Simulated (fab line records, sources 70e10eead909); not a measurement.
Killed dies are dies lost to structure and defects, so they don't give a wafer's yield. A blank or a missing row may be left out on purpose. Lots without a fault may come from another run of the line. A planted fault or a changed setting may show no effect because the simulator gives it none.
fab line records | flow nand_harc
record lots=12 wafers=36 last_day=24
route steps=1159 shown THIN_TSV@1121 END@1159
lots that met no fault: from a run of the same line without faults
start_h: hours from the record's first day to the start of the lot's first wafer shown | wait_h: hours since the lot's step before | " the same as in the row above | L1.1+2: a row that stands for several wafers | - no value, or no start given | * or withheld: withheld | < > ~ a bound
route shown NAME@n: a module of which the file shows steps, and the number in the route of the first | usual: mean/standard deviation of fault-free wafers | same: alike in all rows | chamber/n: place in a boat | sites: the reading at each site | _std_site: their standard deviation | _edge_site: outer sites' mean less inner sites' | radius_mm: how far each site lies from the wafer's centre | mask NAME#n: copy n | behind: the tool/chamber that last shaped the wafer | hold: why the lot was held/for how many hours/how that ended | device: the transistor (n, p or np) that didn't switch | end of line: the same wafers' tests at the end of the route | a step without rows: its recipe alone | killed: dies lost to structure and defects at the first sort, not the wafer's yield | map: a wafer's dies, x killed, . not, _ none there
set.NAME: the setting as run; set.NAME@STEP: as run at that earlier step | model.NAME: the simulator's own value behind a step, which no gauge read
steps of the route over a sample of lots; a table a step, a row a wafer
services: from which hour (start_h, from the record's first day; less than 0 if before it) a tool's chamber was out of use, for how many hours, and why
## steps
# step NHARC_THIN_TSV_CD_MEAS_16
# usual cd_nm=999.4/1.4
# columns lot.wafer tool chamber start_h wait_h cd_nm
L821.4 cd_sem-02 - 416.42 0.1 998.2
L821.5 " - " " 997.9
L821.6 " - " " 999.1
L822.2 cd_sem-03 - 426.65 0.1 999.6
L822.4 " - " " 999.8
L822.6 " - " " 1000.2
L824.1 cd_sem-03 - 433.94 0.1 1000.9
L824.2 " - " " 1000.2
L824.5 " - " " 1000.8
L826.1 cd_sem-01 - 438.36 0.1 1001.0
L826.3 " - " " 1002.2
L826.6 " - " " 1001.4
L835.2 cd_sem-02 - 492.53 0.1 999.4
L835.4 " - " " 998.5
L835.5 " - " " 999.6
L832.1 cd_sem-03 - 493.74 0.1 1001.5
L832.4 " - " " 1002.9
L832.6 " - " " 1001.0
L837.1 cd_sem-01 - 522.43 0.1 997.7
L837.3 " - " " 998.9
L837.5 " - " " 999.6
L838.4 cd_sem-03 - 528.23 0.1 998.7
L838.5 " - " " 1000.5
L838.6 " - " " 997.9
L839.2 cd_sem-03 - 529.42 0.1 998.8
L839.3 " - " " 1000.0
L839.6 " - " " 1000.0
L840.1 cd_sem-02 - 559.91 0.1 1001.2
L840.3 " - " " 998.9
L840.4 " - " " 999.1
L843.2 cd_sem-02 - 561.17 0.1 1000.3
L843.5 " - " " 1000.5
L843.6 " - " " 1000.6
L844.1 cd_sem-03 - 566.36 0.1 999.3
L844.3 " - " " 998.1
L844.5 " - " " 997.1
# step NHARC_THIN_TSV_ETCHBACK_48
# recipe target_depth_a=10285 over_etch_frac=0.3 time_s=405.17 ion_energy_ev=250 c4f8_flow_sccm=withheld ar_flow_sccm=withheld rf_w=600 bias_w=300 chemistry=C4F8/Ar
# usual oes_product_au=0.942/0.029 over_etch_frac=0.3/0 rf_vpp_V=548/3
# columns lot.wafer tool chamber start_h wait_h oes_product_au over_etch_frac rf_hours_counter_h rf_vpp_V
L821.4 rie_diel-01 3 417.89 0.3 0.919 0.3 10 545
L821.6 " 1 " " 0.918 0.3 - 552
L821.5 " 2 " " 0.918 0.3 - 551
L822.2 rie_diel-04 3 427.96 - 0.987 0.3 9 546
L822.4 " 0 " " 0.981 0.3 10 547
L822.6 " 2 " " 0.991 0.3 - 548
L824.1 rie_diel-08 1 435.27 - 0.934 0.3 8 546
L824.2 " 2 " " 0.927 0.3 9 551
L824.5 " 2 " " 0.920 0.3 - 552
L826.3 rie_diel-01 3 439.69 - 0.916 0.3 13 545
L826.1 " 0 " " 0.921 0.3 13 546
L826.6 " 2 " " 0.925 0.3 - 550
L835.4 rie_diel-01 2 493.88 - 0.923 0.099053 19 551
L835.2 " 3 " " 0.924 0.3 18 543
L835.5 " 1 " " 0.933 0.3 - 552
L832.1 rie_diel-01 1 495.13 - 0.924 0.099053 19 551
L832.4 " 3 " " 0.922 0.099053 18 544
L832.6 " 1 " " 0.914 0.3 - 551
L837.3 rie_diel-08 2 523.83 - 0.979 0.3 1 551
L837.1 " 3 " " 0.978 0.3 1 542
L837.5 " 0 " " 0.951 0.3 - 546
L838.4 rie_diel-08 3 529.65 - 1.014 0.3 - 543
L838.5 " 0 " " 0.993 0.3 - 547
L838.6 " 2 " " 0.997 0.3 - 554
L839.3 rie_diel-04 0 530.74 - 0.938 0.3 4 548
L839.2 " 1 " " 0.909 0.3 5 548
L839.6 " 0 " " 0.929 0.3 - 548
L840.4 rie_diel-01 2 561.22 - 0.917 0.3 6 551
L840.3 " 0 " " 0.922 0.3 6 546
L840.1 " 1 " " 0.917 0.3 5 551
L843.2 rie_diel-08 2 562.72 - 0.917 0.3 4 551
L843.6 " 1 " " 0.925 0.3 - 548
L843.5 " 2 " " 0.924 0.3 - 552
L844.1 rie_diel-08 3 567.77 - 0.929 0.3 5 544
L844.3 " 0 " " 0.921 0.3 5 546
L844.5 " 3 " " 0.932 0.3 - 543
# step NHARC_THIN_TSV_STRIP_62
# recipe power_w=1500 temp_c=250 time_s=20 chemistry=N2/H2
# usual drypump_motor_current_A=6.1/0.31 heater_power_w=307/15
# columns lot.wafer tool chamber start_h wait_h drypump_motor_current_A heater_power_w rf_hours_counter_h
L821.4 plasma_asher-01 0 418.23 - 6.3 286 -
L821.5 " 0 " " 6.3 281 -
L821.6 " 1 " " 5.6 337 -
L822.2 plasma_asher-02 0 428.30 - 5.9 299 19
L822.4 " 1 " " 6.4 300 -
L822.6 " 1 " " 6.4 309 -
L824.2 plasma_asher-02 1 435.65 - 6.4 304 23
L824.1 " 0 " " 5.9 302 23
L824.5 " 1 " " 6.4 308 -
L826.1 plasma_asher-02 1 440.01 - 6.4 302 24
L826.3 " 0 " " 5.9 304 -
L826.6 " 0 " " 5.9 302 -
L835.2 plasma_asher-01 0 494.19 - 6.2 295 14
L835.4 " 0 " " 6.3 295 -
L835.5 " 1 " " 5.6 328 -
L832.1 plasma_asher-02 1 495.46 - 6.4 301 41
L832.4 " 0 " " 5.9 307 -
L832.6 " 1 " " 6.4 304 -
L837.1 plasma_asher-02 0 524.26 - 5.9 300 49
L837.3 " 0 " " 5.9 305 -
L837.5 " 1 " " 6.4 314 -
L838.4 plasma_asher-01 0 529.98 - 6.3 287 -
L838.6 " 0 " " 6.3 292 -
L838.5 " 1 " " 5.6 321 -
L839.2 plasma_asher-01 1 531.14 - 5.6 328 27
L839.3 " 0 " " 6.2 300 -
L839.6 " 0 " " 6.3 294 -
L840.1 plasma_asher-01 0 561.76 - 6.3 293 44
L840.3 " 0 " " 6.2 297 -
L840.4 " 1 " " 5.6 333 -
L843.2 plasma_asher-01 0 564.85 - 6.3 295 47
L843.6 " 0 " " 6.2 291 -
L843.5 " 1 " " 5.6 325 -
L844.1 plasma_asher-01 0 568.11 - 6.3 297 49
L844.3 " 0 " " 6.2 292 -
L844.5 " 0 " " 6.2 290 -
# step NHARC_THIN_TSV_ANNEAL_52
# recipe temp_c=225 time_s=90
# usual anneal_temp_c_max=226.1/0.32 wafer_temp_C_max=226.10/0.24
# columns lot.wafer tool chamber start_h wait_h anneal_temp_c_max wafer_temp_C_max
L821.4 rtp_anneal-01 0 419.74 0.6 225.9 226.14
L821.5 " 0 " " 225.5 226.14
L821.6 " 0 " " 225.9 226.27
L822.2 rtp_anneal-02 0 429.71 0.7 226.3 226.11
L822.4 " 0 " " 226.1 226.24
L822.6 " 0 " " 226.2 226.24
L824.1 rtp_anneal-01 0 437.01 0.6 225.9 226.46
L824.2 " 0 " " 226.1 226.38
L824.5 " 0 " " 226.3 226.38
L826.1 rtp_anneal-02 0 441.39 0.5 226.1 226.15
L826.3 " 0 " " 226.6 226.34
L826.6 " 0 " " 226.6 226.25
L835.2 rtp_anneal-01 0 495.72 0.8 225.5 226.08
L835.4 " 0 " " 225.7 226.33
L835.5 " 0 " " 225.8 226.05
L832.1 rtp_anneal-02 0 496.82 0.6 226.3 226.15
L832.4 " 0 " " 226.4 225.69
L832.6 " 0 " " 226.2 225.96
L837.1 rtp_anneal-01 0 525.61 0.6 225.8 226.31
L837.3 " 0 " " 225.6 226.27
L837.5 " 0 " " 225.8 226.44
L838.4 rtp_anneal-01 0 531.44 0.6 226.0 226.21
L838.5 " 0 " " 225.9 226.07
L838.6 " 0 " " 225.8 225.66
L839.2 rtp_anneal-01 0 532.56 0.7 226.0 225.73
L839.3 " 0 " " 225.9 226.18
L839.6 " 0 " " 225.6 226.14
L840.1 rtp_anneal-02 0 563.23 0.7 226.0 226.03
L840.3 " 0 " " 226.7 225.71
L840.4 " 0 " " 226.5 226.25
L843.2 rtp_anneal-02 0 566.30 0.7 226.1 225.96
L843.5 " 0 " " 226.0 225.96
L843.6 " 0 " " 226.4 225.86
L844.1 rtp_anneal-02 0 569.45 0.6 226.4 226.09
L844.3 " 0 " " 226.5 225.92
L844.5 " 0 " " 226.4 226.11
# step NHARC_END_SORT_01
# recipe temp_c=25
# usual defect_limited_yield=95.3/1.7 killed_at_array=28/12 killed_at_other=0.8/1.1 killed_at_periphery=3.6/2.3 killed_dies=32/12 killed_open=3.4/1.9 killed_short=2.0/1.3 sort_bin_2_pct=1.4/0.61 sort_bin_3_pct=0.26/0.22 sort_bin_4_pct=3.0/1.2 sort_n_pass=645/12 sort_rim_yield_pct=95.8/2.9 sort_yield_pct=95.3/1.7
# same gross_dies=677 sort_bin_5_pct[%]=0 sort_bin_6_pct[%]=0 sort_bin_7_pct[%]=0 sort_bin_8_pct[%]=0 sort_rim_n_gross=106.00
# columns lot.wafer tool chamber start_h wait_h defect_limited_yield[%] killed_at_array killed_at_other killed_at_periphery killed_dies killed_open killed_short sort_bin_2_pct[%] sort_bin_3_pct[%] sort_bin_4_pct[%] sort_n_pass sort_rim_yield_pct[%] sort_yield_pct[%]
L821.4 prober-01 0 435.44 3.4 94.5 36 0 1 37 3 3 1.3 0.30 3.8 640 96.2 94.5
L821.5 prober-01 0 436.24 3.7 94.1 37 0 3 40 4 2 1.3 0.74 3.8 637 95.3 94.1
L821.6 prober-01 0 437.04 4.0 94.8 33 0 2 35 3 0 1.2 0.89 3.1 642 98.1 94.8
L824.1 prober-02 0 448.74 2.5 95.0 26 0 8 34 2 3 1.9 0 3.1 643 92.5 95.0
L824.2 prober-02 0 449.53 2.8 95.4 28 1 2 31 3 3 0.9 0.15 3.5 646 93.4 95.4
L824.5 prober-02 0 451.88 3.6 95.0 29 0 5 34 3 4 1.5 0.15 3.4 643 94.3 95.0
L822.2 prober-01 0 449.53 2.8 96.8 21 1 0 22 2 0 0.4 0.30 2.5 655 99.1 96.8
L822.4 prober-01 0 451.15 3.4 96.2 24 1 1 26 4 2 1.6 0 2.2 651 99.1 96.2
L822.6 prober-01 0 452.77 4.0 96.8 21 0 1 22 2 3 0.6 0.15 2.5 655 100.0 96.8
L826.1 prober-01 0 456.56 2.5 95.4 27 0 4 31 5 2 1.9 0.15 2.5 646 95.3 95.4
L826.3 prober-01 0 458.15 3.1 95.6 27 0 3 30 4 4 1.3 0 3.1 647 92.5 95.6
L826.6 prober-01 0 460.53 4.0 96.3 25 0 0 25 3 1 1.3 0.30 2.1 652 96.2 96.3
L835.2 prober-01 0 504.83 2.8 91.6 49 0 8 57 7 2 2.4 0.59 5.5 620 95.3 91.6
L835.4 prober-01 0 506.45 3.4 91.1 55 0 5 60 4 1 2.1 0.89 5.9 617 94.3 91.1
L835.5 prober-01 0 507.25 3.7 89.5 62 0 9 71 8 5 3.2 0.30 6.9 606 88.7 89.5
L832.1 prober-01 0 511.89 2.5 96.9 19 1 1 21 4 0 0.7 0.44 1.9 656 95.3 96.9
L832.4 prober-01 0 514.29 3.4 96.0 25 0 2 27 3 0 1.5 0 2.5 650 91.5 96.0
L832.6 prober-01 0 515.89 4.0 96.2 19 1 6 26 5 1 1.3 0.44 2.1 651 92.5 96.2
L837.1 prober-02 0 536.29 2.5 91.3 53 2 4 59 3 2 2.7 0.30 5.8 618 96.2 91.3
L837.3 prober-02 0 537.88 3.1 93.6 33 3 7 43 3 3 2.4 0.44 3.5 634 93.4 93.6
L837.5 prober-02 0 539.47 3.7 93.1 42 1 4 47 4 3 2.7 0.44 3.8 630 93.4 93.1
L839.2 prober-02 0 544.87 2.8 94.2 36 1 2 39 5 2 1.0 0.59 4.1 638 98.1 94.2
L839.3 prober-02 0 545.68 3.1 94.2 36 1 2 39 3 2 1.9 0.15 3.7 638 98.1 94.2
L839.6 prober-02 0 548.09 4.0 95.1 27 1 5 33 3 1 1.0 0 3.8 644 99.1 95.1
L838.4 prober-01 0 546.44 3.4 94.7 27 3 6 36 3 2 1.6 0.44 3.2 641 89.6 94.7
L838.5 prober-01 0 547.23 3.7 95.3 26 3 3 32 2 2 1.6 0.30 2.8 645 94.3 95.3
L838.6 prober-01 0 548.02 3.9 95.3 28 3 1 32 2 4 1.6 0.44 2.7 645 92.5 95.3
L840.1 prober-01 0 574.08 2.5 95.9 18 2 8 28 2 2 0.7 0.30 3.1 649 96.2 95.9
L840.3 prober-01 0 575.70 3.1 95.0 28 0 6 34 1 6 1.5 0.30 3.2 643 96.2 95.0
L840.4 prober-01 0 576.50 3.4 95.4 24 0 7 31 6 3 1.3 0 3.2 646 93.4 95.4
L843.2 prober-02 0 578.22 2.8 94.4 34 1 3 38 5 2 2.2 0.30 3.1 639 98.1 94.4
L843.5 prober-02 0 580.65 3.7 93.8 36 1 5 42 3 1 1.0 0 5.2 635 99.1 93.8
L843.6 prober-02 0 581.46 4.0 93.6 38 1 4 43 0 3 1.8 0.30 4.3 634 97.2 93.6
L844.1 prober-01 0 581.91 2.5 92.9 44 0 4 48 1 2 2.5 0 4.6 629 98.1 92.9
L844.3 prober-01 0 583.50 3.1 94.5 32 0 5 37 5 0 1.9 0.30 3.2 640 97.2 94.5
L844.5 prober-01 0 585.09 3.7 94.1 34 1 5 40 4 3 1.8 0.30 3.8 637 96.2 94.1
# killed by level:class
L821.4 A_SLIT:chamber_film_flake=13 A_CHANNEL_HOLE_D1:chamber_film_flake=8 A_STAIRCASE:chamber_film_flake=6 A_CONTACT:chamber_film_flake=3 A_CHANNEL_FILL_D1:geometric_particle:short=2 A_SOURCE_PLATE:geometric_particle:short=1 A_WL_FILL:geometric_particle:open=1 A_CONTACT:geometric_particle:open=1
L821.5 A_CHANNEL_HOLE_D1:chamber_film_flake=14 A_SLIT:chamber_film_flake=7 A_STAIRCASE:chamber_film_flake=6 A_CONTACT:chamber_film_flake=5 P_CONTACT:geometric_particle:open=2 A_BLC:geometric_particle:open=2 A_WL_FILL:geometric_particle:short=1 A_CONTACT:geometric_particle:short=1
L821.6 A_STAIRCASE:chamber_film_flake=12 A_SLIT:chamber_film_flake=8 A_CHANNEL_HOLE_D1:chamber_film_flake=5 A_CONTACT:chamber_film_flake=5 A_CONTACT:geometric_particle:open=2 A_WL_FILL:geometric_particle:open=1 P_STI:chamber_film_flake=1 P_BONDPAD:chamber_film_flake=1
L824.1 A_CHANNEL_HOLE_D1:chamber_film_flake=12 A_SLIT:chamber_film_flake=8 P_STI:chamber_film_flake=5 A_CONTACT:chamber_film_flake=3 P_GATE:geometric_particle:short=1 P_M1:geometric_particle:short=1 P_M1:geometric_particle:open=1 A_WL_FILL:geometric_particle:short=1
L824.2 A_CHANNEL_HOLE_D1:chamber_film_flake=15 A_SLIT:chamber_film_flake=5 A_CONTACT:chamber_film_flake=3 P_GATE:geometric_particle:open=1 A_CHANNEL_FILL_D1:geometric_particle:short=1 A_SLIT:geometric_particle:open=1 A_CONTACT:geometric_particle:open=1 A_M0:geometric_particle:short=1
L822.2 A_SLIT:chamber_film_flake=9 A_CHANNEL_HOLE_D1:chamber_film_flake=5 A_WL_FILL:chamber_film_flake=2 A_CONTACT:chamber_film_flake=2 A_WL_FILL:geometric_particle:open=1 STARTING-WAFER:geometric_particle:open=1 A_ZERO_WELL:chamber_film_flake=1 A_STAIRCASE:chamber_film_flake=1
L822.4 A_SLIT:chamber_film_flake=9 A_CONTACT:chamber_film_flake=4 A_M0:geometric_particle:open=3 A_WL_FILL:chamber_film_flake=3 A_ONON_D1:geometric_particle:short=2 A_CONTACT:geometric_particle:open=1 P_ZERO_WELL:chamber_film_flake=1 A_CHANNEL_HOLE_D1:chamber_film_flake=1
L824.5 A_CHANNEL_HOLE_D1:chamber_film_flake=13 A_SLIT:chamber_film_flake=6 A_CONTACT:chamber_film_flake=3 P_M1:geometric_particle:open=2 A_WL_FILL:geometric_particle:short=2 A_ONON_D1:geometric_particle:short=1 A_CHANNEL_HOLE_D1:geometric_particle:open=1 A_CHANNEL_HOLE_D1:geometric_particle:short=1
L822.6 A_SLIT:chamber_film_flake=7 A_CHANNEL_FILL_D1:geometric_particle:short=3 A_CONTACT:chamber_film_flake=3 A_CHANNEL_HOLE_D1:chamber_film_flake=2 A_SGD_CUT:geometric_particle:open=1 A_CONTACT:geometric_particle:open=1 P_GATE:chamber_film_flake=1 A_ZERO_WELL:chamber_film_flake=1
L826.1 A_CHANNEL_HOLE_D1:chamber_film_flake=20 A_CONTACT:geometric_particle:open=2 A_ONON_D1:geometric_particle:short=1 P_M0:geometric_particle:short=1 P_M0:geometric_particle:open=1 A_SGD_CUT:geometric_particle:open=1 A_BLC:geometric_particle:open=1 P_STI:chamber_film_flake=1
L826.3 A_CHANNEL_HOLE_D1:chamber_film_flake=17 A_CONTACT:chamber_film_flake=5 P_CONTACT:geometric_particle:short=1 P_M0:geometric_particle:short=1 P_M2:geometric_particle:open=1 A_ONON_D1:geometric_particle:short=1 A_CHANNEL_FILL_D1:geometric_particle:open=1 A_WL_FILL:geometric_particle:short=1
L826.6 A_CHANNEL_HOLE_D1:chamber_film_flake=14 A_CONTACT:chamber_film_flake=5 A_STAIRCASE:chamber_film_flake=2 A_ONON_D1:geometric_particle:open=1 A_CHANNEL_FILL_D1:geometric_particle:open=1 A_WL_FILL:geometric_particle:open=1 A_M0:geometric_particle:short=1
L835.2 A_CHANNEL_HOLE_D1:chamber_film_flake=21 A_SLIT:chamber_film_flake=10 A_CONTACT:chamber_film_flake=5 P_M1:chamber_film_flake=3 A_BLC:geometric_particle:open=2 P_GATE:chamber_film_flake=2 A_CHANNEL_FILL_D1:chamber_film_flake=2 A_STAIRCASE:chamber_film_flake=2
L835.4 A_SLIT:chamber_film_flake=18 A_CHANNEL_HOLE_D1:chamber_film_flake=18 A_STAIRCASE:chamber_film_flake=7 A_CONTACT:chamber_film_flake=7 P_M1:chamber_film_flake=2 P_M0:geometric_particle:open=1 P_M1:geometric_particle:open=1 A_ONON_D1:geometric_particle:open=1
L835.5 A_CHANNEL_HOLE_D1:chamber_film_flake=17 A_SLIT:chamber_film_flake=17 A_CONTACT:chamber_film_flake=9 P_M1:chamber_film_flake=4 A_WL_FILL:chamber_film_flake=4 A_WL_FILL:geometric_particle:open=3 A_STAIRCASE:chamber_film_flake=3 P_M0:geometric_particle:short=1
L832.1 A_CHANNEL_HOLE_D1:chamber_film_flake=12 A_STAIRCASE:chamber_film_flake=4 A_M0:geometric_particle:open=2 P_CONTACT:geometric_particle:open=1 A_CONTACT:geometric_particle:open=1 HYBRID_BOND:latent=1
L832.4 A_CHANNEL_HOLE_D1:chamber_film_flake=20 A_M0:geometric_particle:open=2 A_STAIRCASE:chamber_film_flake=2 P_M0:geometric_particle:open=1 P_STI:chamber_film_flake=1 A_CONTACT:chamber_film_flake=1
L832.6 A_CHANNEL_HOLE_D1:chamber_film_flake=14 P_M0:geometric_particle:open=2 P_GATE:chamber_film_flake=2 A_CONTACT:chamber_film_flake=2 P_M0:geometric_particle:short=1 A_ONON_D1:geometric_particle:open=1 A_CHANNEL_FILL_D1:geometric_particle:open=1 P_CONTACT:chamber_film_flake=1
L837.1 A_SLIT:chamber_film_flake=21 A_STAIRCASE:chamber_film_flake=12 A_CHANNEL_HOLE_D1:chamber_film_flake=9 A_CONTACT:chamber_film_flake=7 P_ZERO_WELL:chamber_film_flake=3 A_CONTACT:geometric_particle:open=2 P_M0:geometric_particle:open=1 A_ONON_D1:geometric_particle:short=1
L837.3 A_SLIT:chamber_film_flake=13 A_STAIRCASE:chamber_film_flake=8 A_CHANNEL_HOLE_D1:chamber_film_flake=5 P_ZERO_WELL:chamber_film_flake=4 A_CONTACT:chamber_film_flake=3 THIN_TSV:chamber_film_flake=3 P_CONTACT:geometric_particle:short=1 P_CONTACT:geometric_particle:open=1
L837.5 A_SLIT:chamber_film_flake=18 A_STAIRCASE:chamber_film_flake=8 A_CHANNEL_HOLE_D1:chamber_film_flake=7 P_ZERO_WELL:chamber_film_flake=3 A_WL_FILL:geometric_particle:short=2 A_WL_FILL:chamber_film_flake=2 P_CONTACT:geometric_particle:short=1 A_ONON_D1:geometric_particle:open=1
L839.2 A_SLIT:chamber_film_flake=17 A_CHANNEL_HOLE_D1:chamber_film_flake=9 A_STAIRCASE:chamber_film_flake=2 A_CONTACT:chamber_film_flake=2 P_GATE:geometric_particle:short=1 A_CHANNEL_FILL_D1:geometric_particle:short=1 A_CHANNEL_FILL_D1:geometric_particle:open=1 A_STAIRCASE:geometric_particle:open=1
L839.3 A_SLIT:chamber_film_flake=15 A_CHANNEL_HOLE_D1:chamber_film_flake=12 A_CONTACT:chamber_film_flake=2 A_BLC:chamber_film_flake=2 P_GATE:geometric_particle:short=1 A_ONON_D1:geometric_particle:open=1 A_SLIT:geometric_particle:open=1 A_WL_FILL:geometric_particle:short=1
L838.4 A_CHANNEL_HOLE_D1:chamber_film_flake=15 A_CONTACT:chamber_film_flake=7 P_ZERO_WELL:chamber_film_flake=4 A_SGD_CUT:geometric_particle:open=2 THIN_TSV:chamber_film_flake=2 P_M0:geometric_particle:short=1 A_BLC:geometric_particle:short=1 A_M0:geometric_particle:open=1
L838.5 A_CHANNEL_HOLE_D1:chamber_film_flake=15 A_CONTACT:chamber_film_flake=6 P_GATE:chamber_film_flake=2 HYBRID_BOND:chamber_film_flake=2 A_ONON_D1:geometric_particle:short=1 A_ONON_D1:geometric_particle:open=1 A_CHANNEL_FILL_D1:geometric_particle:open=1 A_CONTACT:geometric_particle:short=1
L838.6 A_CHANNEL_HOLE_D1:chamber_film_flake=20 A_WL_FILL:geometric_particle:short=3 HYBRID_BOND:chamber_film_flake=2 P_M0:geometric_particle:open=1 A_ONON_D1:geometric_particle:open=1 A_CONTACT:geometric_particle:short=1 A_STAIRCASE:chamber_film_flake=1 A_WL_FILL:chamber_film_flake=1
L839.6 A_SLIT:chamber_film_flake=16 A_CHANNEL_HOLE_D1:chamber_film_flake=9 P_GATE:chamber_film_flake=3 P_GATE:geometric_particle:open=1 P_CONTACT:geometric_particle:open=1 A_CHANNEL_HOLE_D1:geometric_particle:short=1 A_CONTACT:geometric_particle:open=1 THIN_TSV:chamber_film_flake=1
L840.1 A_CHANNEL_HOLE_D1:chamber_film_flake=9 P_M2:chamber_film_flake=7 A_STAIRCASE:chamber_film_flake=2 A_M0:chamber_film_flake=2 THIN_TSV:chamber_film_flake=2 P_M0:geometric_particle:open=1 A_CHANNEL_FILL_D1:geometric_particle:short=1 A_WL_FILL:geometric_particle:short=1
L840.3 A_CHANNEL_HOLE_D1:chamber_film_flake=11 A_STAIRCASE:chamber_film_flake=5 A_WL_FILL:geometric_particle:short=3 P_M2:chamber_film_flake=3 A_M0:chamber_film_flake=3 P_M0:geometric_particle:short=2 A_ZERO_WELL:chamber_film_flake=2 A_CONTACT:chamber_film_flake=2
L840.4 A_CHANNEL_HOLE_D1:chamber_film_flake=5 P_M2:chamber_film_flake=5 A_STAIRCASE:chamber_film_flake=5 A_CONTACT:chamber_film_flake=3 A_ONON_D1:geometric_particle:short=2 A_WL_FILL:geometric_particle:open=2 A_CONTACT:geometric_particle:open=2 A_M0:chamber_film_flake=2
L843.2 A_SLIT:chamber_film_flake=19 A_STAIRCASE:chamber_film_flake=4 A_CHANNEL_HOLE_D1:chamber_film_flake=3 A_ONON_D1:geometric_particle:open=2 P_M2:chamber_film_flake=2 A_ZERO_WELL:chamber_film_flake=2 P_ZERO_WELL:geometric_particle:open=1 A_SOURCE_PLATE:geometric_particle:short=1
L843.5 A_SLIT:chamber_film_flake=19 A_CHANNEL_HOLE_D1:chamber_film_flake=6 A_STAIRCASE:chamber_film_flake=5 P_M2:chamber_film_flake=3 P_CONTACT:geometric_particle:short=1 A_CHANNEL_FILL_D1:geometric_particle:open=1 A_CONTACT:geometric_particle:open=1 A_M0:geometric_particle:open=1
L843.6 A_SLIT:chamber_film_flake=17 A_CHANNEL_HOLE_D1:chamber_film_flake=12 A_CONTACT:chamber_film_flake=4 A_STAIRCASE:chamber_film_flake=3 P_GATE:geometric_particle:short=1 P_M0:geometric_particle:short=1 A_CONTACT:geometric_particle:short=1 P_GATE:chamber_film_flake=1
L844.1 A_SLIT:chamber_film_flake=21 A_CHANNEL_HOLE_D1:chamber_film_flake=10 A_CHANNEL_FILL_D1:chamber_film_flake=4 A_CONTACT:chamber_film_flake=4 A_STAIRCASE:chamber_film_flake=2 A_WL_FILL:chamber_film_flake=2 P_M0:geometric_particle:open=1 P_M1:geometric_particle:short=1
L844.3 A_SLIT:chamber_film_flake=13 A_CHANNEL_HOLE_D1:chamber_film_flake=6 A_STAIRCASE:chamber_film_flake=5 A_CONTACT:chamber_film_flake=4 P_CONTACT:geometric_particle:open=2 A_CONTACT:geometric_particle:open=2 P_M2:geometric_particle:open=1 P_ZERO_WELL:chamber_film_flake=1
L844.5 A_SLIT:chamber_film_flake=17 A_CHANNEL_HOLE_D1:chamber_film_flake=7 A_CONTACT:chamber_film_flake=3 P_CONTACT:geometric_particle:open=2 A_STAIRCASE:chamber_film_flake=2 P_M2:geometric_particle:open=1 A_SOURCE_PLATE:geometric_particle:short=1 A_WL_FILL:geometric_particle:short=1
## services
# columns tool chamber start_h hours kind
rie_diel-01 0 405.64 - clean
rie_diel-01 1 405.64 - clean
rie_diel-01 2 405.64 - clean
rie_diel-01 3 405.64 - clean
rie_diel-01 - 405.94 2.3 repair
rie_diel-08 0 408.80 - clean
rie_diel-08 0 418.30 7.6 repair
rie_diel-08 3 429.89 6.7 repair
plasma_asher-01 - 453.58 9.0 pm
plasma_asher-01 0 453.58 9.0 vent_cycle
plasma_asher-01 1 453.58 9.0 vent_cycle
plasma_asher-02 - 457.77 9.9 repair
plasma_asher-01 0 462.58 - clean
plasma_asher-01 1 462.58 - clean
rie_diel-04 - 466.13 9.0 pm
plasma_asher-01 - 474.15 1.8 repair
rie_diel-08 - 478.80 9.0 pm
rie_diel-08 0 493.91 5.7 repair
rie_diel-01 - 500.10 9.0 pm
rie_diel-08 1 522.87 20.4 repair
plasma_asher-02 - 537.22 9.0 pm
rie_diel-01 1 538.93 6.6 repair
rie_diel-01 1 550.75 5.0 repair
plasma_asher-02 - 555.85 18.8 repair
## key
first_sign step=NHARC_THIN_TSV_ETCHBACK_48 reading=over_etch_frac direction=down sigmas=99+ usual=0.3 struck=0.099053
effect none on later readings
met_at NHARC_THIN_TSV_ETCHBACK_48
struck_lots L832,L835
struck_wafers L832.1,L832.4,L835.4
not_acting_at NHARC_THIN_TSV_CD_MEAS_16,NHARC_THIN_TSV_STRIP_62,NHARC_THIN_TSV_ANNEAL_52
onset_between 439.69 493.88
fault kind=process_parameter_drift tool=rie_diel-01 chamber=- onset_h=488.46 steps=NHARC_THIN_TSV_ETCHBACK_48 channel=over_etch_frac offset=-0.20095 shape=step end_h=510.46 scope=struck_wafers_only acts_in=these_recipes_only stated=0.3
